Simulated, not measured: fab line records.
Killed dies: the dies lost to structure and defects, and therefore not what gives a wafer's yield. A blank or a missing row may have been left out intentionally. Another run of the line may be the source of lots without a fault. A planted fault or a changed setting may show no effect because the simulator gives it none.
Struck lot and sound lot, side by side    flow nand-harc    41 out of 1302 route steps
Sound: the wafers L839.1, L839.2, L839.4. Struck: wafer L854.4. (L854.1, L854.3 of the same lot were not struck and are left out.) The cause comes at the end.
For every step that has rows: the tool of each side, followed by ch and its chambers, followed by its first start. Under that, the readings that differ: sound wafers    struck wafers    difference of the means    sigmas: that difference in standard deviations of wafers without a fault.
alike: readings with means less than 2 such deviations apart, plus words and numbers identical on both sides. not compared: withheld readings, readings lacking a value on some wafer, bounds such as >300 that could conceal the same value, and numbers that have no deviation in the record and whose values overlap.
The two part at a step that has a row with sigmas, a row that says differs or no value, or rows on one side only. Numbers that don't overlap but have no deviation are shown without sigmas and don't part them. A reading missing from all wafers of one side parts the sides only when that side holds two or more wafers.

NHARC_P_M2_OVL_MEAS_10: pitch 340 nm.
  sound: overlay-02 at day 6 08:00; struck: overlay-02 at day 12 15:02
  alike: overlay-x-nm, overlay-y-nm
NHARC_P_M2_INSPECT_11:
  sound: defect-inspect-02 at day 6 08:02; struck: defect-inspect-02 at day 12 15:04
  alike: raw-defect-count
NHARC_P_M2_DESCUM_14: chemistry O2, time 3 s.
  sound on rie-diel-11 ch 0,1,3, day 6 08:06; struck on rie-diel-10 ch 0, day 12 15:08
reading                 sound        struck  difference  sigmas
rf-hours-counter-h (h)  2.1 2.0 1.6  0.5     -1.4        
  alike: drypump-motor-current-A, oes-product-au, rf-vpp-V, showerhead-plenum-p-Torr, throttle-valve-pct
then, 2 steps without rows for these wafers: NHARC_P_M2_ETCH_35 (etches the open film in N2/H2, target depth 40 nm, overetch 12 nm, time 43.94 s); NHARC_P_M2_ETCH_15 (etches the open film in C4F8/Ar, target depth 182.5 nm, time 91.2 s).
NHARC_P_M2_CD_MEAS_16:
  sound: cd-sem-02 at day 6 08:24; struck: cd-sem-01 at day 12 15:26
reading     sound              struck  difference  sigmas
cd-nm (nm)  169.5 168.1 169.4  171.3   +2.3        +3
then, 4 steps without rows for these wafers: NHARC_P_M2_STRIP_18 (strips in N2/H2); NHARC_P_M2_ETCH_28 (etches the open film in CF4/N2, target depth 30 nm, time 72.99 s); NHARC_P_M2_STRIP_19 (strips in post etch residue remover, time 600 s); NHARC_P_M2_DEGAS_29 (time 60 s).
NHARC_P_M2_PRE_CLEAN_30: time 30 s.
  sound on pvd-sputter-01; struck on pvd-sputter-01
  alike: heater-power-w
NHARC_P_M2_PVD_20: deposits TaN, target thk 5 nm, time 8.06 s.
  sound on pvd-sputter-01; struck on pvd-sputter-01
  alike: throttle-valve-pct
NHARC_P_M2_PVD_21: deposits Cu, target thk 30 nm, time 20.49 s.
  sound: pvd-sputter-01 at day 6 09:21; struck: pvd-sputter-01 at day 12 16:22
  alike: throttle-valve-pct
then, 4 steps without rows for these wafers: NHARC_P_M2_ECD_22 (material Cu, target thk 400 nm); NHARC_P_M2_ANNEAL_31 (time 90 s); NHARC_P_M2_CMP_23 (polishes, t overpolish 20 s, target thk 144.3 nm); NHARC_P_M2_SRD_25.
NHARC_P_M2_INSPECT_27:
  sound: defect-inspect-01 at day 6 10:41; struck: defect-inspect-01 at day 12 17:44
  alike: raw-defect-count
then, 1 step without rows for these wafers: NHARC_P_M2_PRE_CLEAN_32 (time 12 s).
NHARC_P_M2_DEP_33: deposits SiCN, target thk 30 nm.
  sound on pecvd-03 ch 0,1,2, day 6 10:49; struck on pecvd-01 ch 2, day 12 17:53
  alike: heater-power-w
then, 1 step without rows for these wafers: NHARC_P_BONDPAD_DEP_00 (deposits SiCN, target thk 250 nm).
NHARC_P_BONDPAD_CMP_32: polishes SiCN, target thk 200 nm.
  the record has rows for the sound wafers here (cmp-01 ch 1,2,3, day 6 11:46) and none for the struck ones
NHARC_P_BONDPAD_THK_MEAS_33: measures by ellipsometry.
  rows exist in the record for the sound wafers here (film-metro-02, day 6 12:01), none for the struck ones
then, 10 steps without rows for these wafers: NHARC_P_BONDPAD_SRD_34; NHARC_P_BONDPAD_DEHYDRATE_01 (time 120 s); NHARC_P_BONDPAD_HMDS_02 (time 30 s); NHARC_P_BONDPAD_COAT_36 (time 65 s); NHARC_P_BONDPAD_COAT_03 (resist thk 600 nm); NHARC_P_BONDPAD_SOFTBAKE_04 (time 70 s); NHARC_P_BONDPAD_EBR_05; NHARC_P_BONDPAD_EXPOSE_06 (exposes mask P BPAD); NHARC_P_BONDPAD_PEB_07 (peb time 80 s); NHARC_P_BONDPAD_DEVELOP_08 (time 50 s).
NHARC_P_BONDPAD_CD_MEAS_09 targets a cd of 500 nm.
  the record has rows for the sound wafers here (cd-sem-03 ch 0, day 6 12:35) and none for the struck ones
NHARC_P_BONDPAD_OVL_MEAS_38:
  rows exist in the record for the sound wafers here (overlay-02, day 6 12:40), none for the struck ones
then, 4 steps without rows for these wafers: NHARC_P_BONDPAD_HARDBAKE_10 (time 65 s); NHARC_P_BONDPAD_DESCUM_11 (chemistry O2, time 3 s); NHARC_P_BONDPAD_ETCH_37 (etches the open film in N2/H2, target depth 60 nm, overetch 18 nm, time 65.91 s); NHARC_P_BONDPAD_ETCH_12 (etches the open film in CHF3/O2, target depth 200 nm, time 100 s).
NHARC_P_BONDPAD_CD_MEAS_13:
  rows exist in the record for the sound wafers here (cd-sem-02, day 6 13:07), none for the struck ones
-- break in the record here, with 18 days between the starts of the struck wafers on either side (left off in module P_BONDPAD, picked up again in module END, where the first step shown is number 1302 on the route) --
NHARC_END_SORT_01:
  the record has rows for the struck wafers here (prober-01 ch 0, day 30 14:16) and none for the sound ones

## WHERE THEY PART
At NHARC_P_M2_CD_MEAS_16 first; at NHARC_END_SORT_01 last (within this record only).

WHY: the cause the simulator had injected
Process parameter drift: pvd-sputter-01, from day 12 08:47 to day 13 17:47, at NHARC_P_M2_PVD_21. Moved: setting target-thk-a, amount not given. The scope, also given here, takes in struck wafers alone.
